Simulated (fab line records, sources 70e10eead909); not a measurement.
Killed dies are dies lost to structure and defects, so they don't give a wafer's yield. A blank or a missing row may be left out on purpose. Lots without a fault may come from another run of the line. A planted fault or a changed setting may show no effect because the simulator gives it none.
fab line records | flow nand_harc
record lots=12 wafers=36 last_day=33
route steps=1302 shown A_CHANNEL_FILL_D1@500 A_ONON_D2@566 A_CHANNEL_HOLE_D2@588
lots that met no fault: from a run of the same line without faults
start_h: hours from the record's first day to the start of the lot's first wafer shown | wait_h: hours since the lot's step before | " the same as in the row above | L1.1+2: a row that stands for several wafers | - no value, or no start given | * or withheld: withheld | < > ~ a bound
route shown NAME@n: a module of which the file shows steps, and the number in the route of the first | usual: mean/standard deviation of fault-free wafers | same: alike in all rows | chamber/n: place in a boat | sites: the reading at each site | _std_site: their standard deviation | _edge_site: outer sites' mean less inner sites' | radius_mm: how far each site lies from the wafer's centre | mask NAME#n: copy n | behind: the tool/chamber that last shaped the wafer | hold: why the lot was held/for how many hours/how that ended | device: the transistor (n, p or np) that didn't switch | end of line: the same wafers' tests at the end of the route | a step without rows: its recipe alone | killed: dies lost to structure and defects at the first sort, not the wafer's yield | map: a wafer's dies, x killed, . not, _ none there
set.NAME: the setting as run; set.NAME@STEP: as run at that earlier step | model.NAME: the simulator's own value behind a step, which no gauge read
steps of the route over a sample of lots; a table a step, a row a wafer
services: from which hour (start_h, from the record's first day; less than 0 if before it) a tool's chamber was out of use, for how many hours, and why
## steps
# step NHARC_A_CHANNEL_FILL_D1_ETCHBACK_20
# recipe target_depth_a=270 time_s=13.5 c4f8_flow_sccm=withheld o2_flow_sccm=8 ar_flow_sccm=withheld rf_w=600 bias_w=1500 chemistry=C4F8/O2/Ar
# usual oes_product_au=0.97/0.039 rf_vpp_V=980/5.7
# columns lot.wafer tool chamber start_h wait_h oes_product_au rf_hours_counter_h rf_vpp_V
L912.2 rie_diel-08 3 219.90 - 1.00 1.3 980
L912.6 " 3 " " 1.00 - 980
L912.5 " 0 " " 1.00 - 984
L916.2 rie_diel-04 1 257.32 - 1.00 4.4 977
L916.1 " 3 " " 1.01 4.8 969
L916.5 " 1 " " 1.00 - 979
L917.3 rie_diel-13 2 265.70 - 0.92 2.1 986
L917.2 " 0 " " 0.92 4.0 982
L917.6 " 1 " " 0.92 - 976
L918.4 rie_diel-04 2 276.93 - 1.01 5.6 985
L918.1 " 3 " " 1.01 6.2 969
L918.6 " 1 " " 1.00 - 978
L921.2 rie_diel-04 1 302.44 - 0.92 6.8 978
L921.3 " 3 " " 0.93 7.5 968
L921.5 " 3 " " 0.94 - 968
L922.3 rie_diel-13 2 306.30 - 0.99 4.1 988
L922.6 " 2 " " 1.00 - 987
L922.5 " 3 " " 0.93 - 971
L924.3 rie_diel-13 1 337.64 - 0.93 7.2 977
L924.1 " 2 " " 0.98 5.2 987
L924.6 " 1 " " 0.91 - 977
L927.2 rie_diel-08 1 355.52 - 0.91 8.0 980
L927.3 " 2 " " 0.92 7.2 986
L927.4 " 3 " " 0.92 7.0 981
L930.1 rie_diel-13 1 385.57 - 1.01 1.7 976
L930.4 " 2 " " 0.99 1.2 986
L930.5 " 1 " " 1.01 - 976
L931.1 rie_diel-13 0 410.52 - 1.00 3.9 980
L931.6 " 3 " " 1.01 - 972
L931.5 " 0 " " 1.00 - 981
L932.2 rie_diel-13 3 427.30 - 0.94 4.0 971
L932.3 " 0 " " 0.94 5.4 981
L932.5 " 3 " " 0.95 - 971
L935.2 rie_diel-08 3 432.79 - 0.99 3.8 979
L935.4 " 2 " " 1.01 3.2 987
L935.6 " 3 " " 0.98 - 981
# step NHARC_A_CHANNEL_FILL_D1_CMP_10
# recipe target_thk_nm=150
# usual motor_current_A=11.8/1 retaining_ring_pressure_frac=0.999/0.005 time_to_endpoint_s=16.3/2.3
# columns lot.wafer tool chamber start_h wait_h motor_current_A retaining_ring_pressure_frac time_to_endpoint_s
L912.2 cmp-01 2 244.49 0.4 10.6 0.994 13.4
L912.6 " 0 " " 11.6 0.993 12.2
L912.5 " 1 " " 11.6 0.995 12.8
L916.1 cmp-01 3 280.63 0.4 12.8 0.998 15.0
L916.2 " 0 " " 11.7 0.998 18.5
L916.5 " 3 " " 12.8 0.993 16.1
L917.2 cmp-01 3 288.79 0.4 12.4 0.996 13.7
L917.3 " 1 " " 11.6 1.006 17.0
L917.6 " 3 " " 11.9 0.997 13.2
L918.1 cmp-01 2 300.21 0.4 10.9 1.003 15.8
L918.4 " 0 " " 11.4 1.001 17.3
L918.6 " 1 " " 11.3 1.002 14.7
L921.3 cmp-03 0 325.91 0.4 12.4 0.993 17.6
L921.2 " 1 " " 12.4 1.001 19.3
L921.5 " 3 " " 13.5 1.001 16.0
L922.3 cmp-01 0 329.59 0.4 11.8 1.003 19.2
L922.6 " 1 " " 11.3 1.011 16.6
L922.5 " 2 " " 11.4 1.002 20.9
L924.1 cmp-01 2 364.35 0.4 10.9 0.999 18.7
L924.3 " 3 " " 12.7 1.003 18.5
L924.6 " 1 " " 11.6 1.002 15.6
L927.4 cmp-01 0 378.49 0.4 11.5 0.994 17.8
L927.2 " 2 " " 11.4 0.995 18.6
L927.3 " 3 " " 12.2 0.995 16.9
L930.4 cmp-03 0 410.66 0.4 12.8 0.996 17.6
L930.1 " 2 " " 11.0 0.998 14.4
L930.5 " 0 " " 12.6 0.994 19.1
L931.1 cmp-01 1 433.69 0.4 11.3 0.993 16.9
L931.6 " 2 " " 11.1 1.005 21.9
L931.5 " 3 " " 12.1 1.006 15.0
L932.2 cmp-04 3 450.59 0.4 14.3 1.002 16.2
L932.3 " 0 " " 11.4 0.989 16.1
L932.5 " 0 " " 10.9 1.002 15.2
L935.2 cmp-01 0 457.68 0.4 11.9 1.005 17.1
L935.4 " 2 " " 10.7 1.000 21.3
L935.6 " 0 " " 11.7 1.005 16.2
# step NHARC_A_ONON_D2_DEP_33
# recipe target_thk_a=2000 temp_c=400 pressure_torr=6.5 rf_w=900 teos_flow_sccm=161.4 flow_sccm=2650 target_thk_nm=200 gas=O2 material=SiO2
# usual heater_power_w=611/110 mfc_precursor_sccm=161.5/0.46 throttle_valve_pct=16.1/0.52
# columns lot.wafer tool chamber start_h wait_h heater_power_w mfc_precursor_sccm throttle_valve_pct
L912.2 pecvd-02 1 299.09 0.1 611 162.1 15.9
L912.5 " 1 " " 640 161.9 15.9
L912.6 " 0 " " 479 160.7 15.3
L916.1 pecvd-02 0 332.17 0.1 556 162.1 15.8
L916.2 " 2 " " 794 161.1 16.6
L916.5 " 0 " " 572 161.7 15.6
L917.2 pecvd-04 1 345.62 0.1 408 162.2 15.9
L917.3 " 2 " " 790 161.4 15.6
L917.6 " 1 " " 418 161.8 15.7
L918.1 pecvd-02 1 353.42 0.1 694 161.6 15.9
L918.6 " 2 " " 706 161.3 16.3
L918.4 " 0 " " 474 161.6 15.6
L922.3 pecvd-02 2 378.04 0.1 782 161.0 16.5
L922.6 " 2 " " 786 161.8 16.6
L922.5 " 0 " " 550 161.7 15.5
L921.3 pecvd-04 2 378.09 0.1 803 161.8 16.1
L921.2 " 1 " " 427 161.7 16.0
L921.5 " 2 " " 790 160.9 15.9
L924.3 pecvd-02 0 414.29 0.1 476 156.9 15.7
L924.1 " 1 " " 751 156.6 16.0
L924.6 " 2 " " 724 156.1 16.4
L927.2 pecvd-04 2 425.98 0.1 781 161.8 16.2
L927.4 " 2 " " 771 161.5 16.1
L927.3 " 0 " " 711 161.8 16.9
L930.1 pecvd-02 1 457.48 0.1 753 155.7 15.5
L930.5 " 0 " " 593 155.4 15.3
L930.4 " 1 " " 757 155.4 15.9
L931.1 pecvd-04 2 483.60 0.1 624 162.2 15.9
L931.5 " 0 " " 617 161.2 16.4
L931.6 " 2 " " 631 161.4 16.3
L932.2 pecvd-03 1 495.41 0.1 515 161.7 16.6
L932.3 " 2 " " 510 161.4 15.5
L932.5 " 1 " " 527 161.3 16.7
L935.2 pecvd-04 2 505.55 0.1 643 161.3 16.3
L935.4 " 1 " " 411 161.7 15.8
L935.6 " 2 " " 663 161.7 16.2
# step NHARC_A_ONON_D2_THK_MEAS_34
# recipe thk_meas_gauge=ellipsometry
# usual thk_nm=199/3.1
# columns lot.wafer tool chamber start_h wait_h thk_nm
L912.2 film_metro-01 - 299.64 0.5 195
L912.5 " - " " 198
L912.6 " - " " 197
L916.1 film_metro-02 - 332.58 - 199
L916.2 " - " " 199
L916.5 " - " " 200
L917.2 film_metro-01 - 346.04 - 198
L917.3 " - " " 199
L917.6 " - " " 200
L918.1 film_metro-01 - 353.84 - 194
L918.4 " - " " 197
L918.6 " - " " 201
L922.3 film_metro-01 - 378.41 - 199
L922.5 " - " " 199
L922.6 " - " " 201
L921.2 film_metro-01 - 378.51 - 197
L921.3 " - " " 200
L921.5 " - " " 206
L924.1 film_metro-01 - 414.66 - 188
L924.3 " - " " 188
L924.6 " - " " 191
L927.2 film_metro-01 - 426.53 0.5 198
L927.3 " - " " 203
L927.4 " - " " 203
L930.1 film_metro-02 - 457.80 - 189
L930.4 " - " " 193
L930.5 " - " " 195
L931.1 film_metro-01 - 483.92 - 200
L931.5 " - " " 202
L931.6 " - " " 206
L932.2 film_metro-02 - 495.82 - 196
L932.3 " - " " 196
L932.5 " - " " 199
L935.2 film_metro-02 - 505.92 - 197
L935.4 " - " " 198
L935.6 " - " " 204
# step NHARC_A_CHANNEL_HOLE_D2_ETCH_34
# recipe target_depth_a=1540 time_s=77 cf4_flow_sccm=100 chf3_flow_sccm=30 ar_flow_sccm=0 rf_w=500 bias_w=200 chemistry=CF4/CHF3
# usual drypump_motor_current_A=5.9/0.41 oes_product_au=0.958/0.017 rf_vpp_V=370.8/2.1 showerhead_plenum_p_Torr=1.58/0.061 throttle_valve_pct=16.802/0.0094
# columns lot.wafer tool chamber start_h wait_h drypump_motor_current_A oes_product_au rf_hours_counter_h rf_vpp_V showerhead_plenum_p_Torr throttle_valve_pct
L912.2 rie_diel-01 1 - - 5.5 0.954 3.5 370.3 1.52 16.822
L912.6 " 2 " " 5.4 0.955 - 370.6 1.58 16.815
L912.5 " 3 " " 6.5 0.941 - 368.7 1.53 16.800
L916.1 rie_diel-01 2 - - 5.4 0.985 6.1 370.6 1.58 16.801
L916.2 " 3 " " 6.5 0.990 6.0 369.6 1.53 16.803
L916.5 " 0 " " 6.4 0.975 - 374.5 1.67 16.794
L917.2 rie_diel-02 2 - - 5.9 0.928 8.4 368.3 1.51 16.794
L917.3 " 1 " " 5.6 0.923 6.8 372.3 1.63 16.803
L917.6 " 3 " " 5.8 0.930 - 370.1 1.60 16.794
L918.4 rie_diel-01 0 - - 6.4 0.976 6.8 373.5 1.67 16.818
L918.1 " 1 " " 5.5 0.972 7.4 369.5 1.52 16.824
L918.6 " 0 " " 6.4 0.977 - 374.1 1.67 16.802
L922.3 rie_diel-02 1 - - 5.6 0.966 8.7 372.0 1.63 16.805
L922.5 " 3 " " 5.8 0.949 - 372.3 1.60 16.812
L922.6 " 0 " " 5.8 0.982 - 372.0 1.66 16.784
L921.2 rie_diel-06 2 - - 5.8 0.993 4.2 369.7 1.54 16.807
L921.3 " 3 " " 5.4 0.954 3.3 373.0 1.61 16.797
L921.5 " 1 " " 5.9 0.969 - 368.2 1.49 16.812
L924.1 rie_diel-06 3 - - 5.4 0.944 5.7 371.7 1.61 16.800
L924.3 " 2 " " 5.9 0.962 5.9 370.5 1.54 16.808
L924.6 " 0 " " 6.6 0.941 - 367.1 1.49 16.811
L927.3 rie_diel-02 0 - - 5.7 0.947 2.7 372.4 1.66 16.795
L927.2 " 2 " " 5.9 0.944 2.9 369.8 1.51 16.782
L927.4 " 0 " " 5.8 0.943 - 372.8 1.66 16.821
L930.1 rie_diel-01 2 - - 5.4 0.945 2.4 371.2 1.57 16.795
L930.4 " 3 " " 6.5 0.982 2.0 368.2 1.53 16.792
L930.5 " 1 " " 5.5 0.957 - 369.6 1.52 16.796
L931.1 rie_diel-01 3 - - 6.5 0.968 4.3 369.5 1.53 16.794
L931.6 " 0 " " 6.4 0.949 - 372.4 1.67 16.785
L931.5 " 1 " " 5.5 0.968 - 370.4 1.52 16.808
L932.3 rie_diel-01 0 - - 6.4 0.953 4.8 373.1 1.67 16.794
L932.2 " 2 " " 5.4 0.957 5.7 371.6 1.57 16.794
L932.5 " 3 " " 6.5 0.965 - 368.2 1.53 16.809
L935.2 rie_diel-02 3 - - 5.8 0.959 7.2 371.2 1.60 16.792
L935.4 " 0 " " 5.8 0.994 6.3 373.4 1.66 16.805
L935.6 " 2 " " 5.9 0.957 - 367.1 1.51 16.788
## services
# columns tool chamber start_h hours kind
rie_diel-13 2 201.24 54.4 repair
rie_diel-01 - 218.71 9.0 pm
rie_diel-13 - 222.33 19.4 repair
pecvd-02 - 235.97 13.0 pm
cmp-01 - 249.89 5.4 repair
pecvd-04 - 269.00 13.0 pm
cmp-01 - 283.50 4.0 pm
pecvd-02 2 286.40 31.1 repair
rie_diel-13 - 296.98 0.4 repair
pecvd-04 2 298.47 13.5 repair
cmp-01 - 309.13 5.1 repair
cmp-01 - 323.73 0.8 repair
rie_diel-13 - 342.00 9.0 pm
cmp-01 - 344.99 2.0 repair
cmp-01 - 381.50 4.0 pm
rie_diel-01 - 395.71 9.0 pm
pecvd-02 - 416.97 13.0 pm
pecvd-04 1 425.09 23.7 repair
rie_diel-01 - 426.43 1.0 repair
cmp-01 - 446.67 4.7 repair
pecvd-04 - 450.00 13.0 pm
cmp-01 - 479.50 4.0 pm
rie_diel-01 1 499.19 7.7 repair
cmp-01 - 508.79 3.2 repair
## key
first_sign step=NHARC_A_ONON_D2_DEP_33 reading=mfc_precursor_sccm direction=down sigmas=12 usual=161.5 struck=156.0
effect step=NHARC_A_ONON_D2_THK_MEAS_34 reading=thk_nm direction=down sigmas=2.8 usual=199 struck=191
met_at NHARC_A_ONON_D2_DEP_33
struck_lots L924,L930
tester_left_out L924,L930
not_acting_at NHARC_A_CHANNEL_FILL_D1_ETCHBACK_20,NHARC_A_CHANNEL_FILL_D1_CMP_10,NHARC_A_CHANNEL_HOLE_D2_ETCH_34
onset_between 378.04 414.29
fault kind=process_parameter_drift tool=pecvd-02 chamber=- onset_h=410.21 steps=NHARC_A_ONON_D2_DEP_33 channel=teos_flow_sccm offset=* shape=step end_h=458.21 acts_in=* stated=*
# tester_left_out: of these lots the tester's yield and bins aren't shown, on N5 and GAA mostly nor the transistor test; their killed dies are dies lost to structure and defects alone, not to doping, threshold or leakage, so they don't give the yield
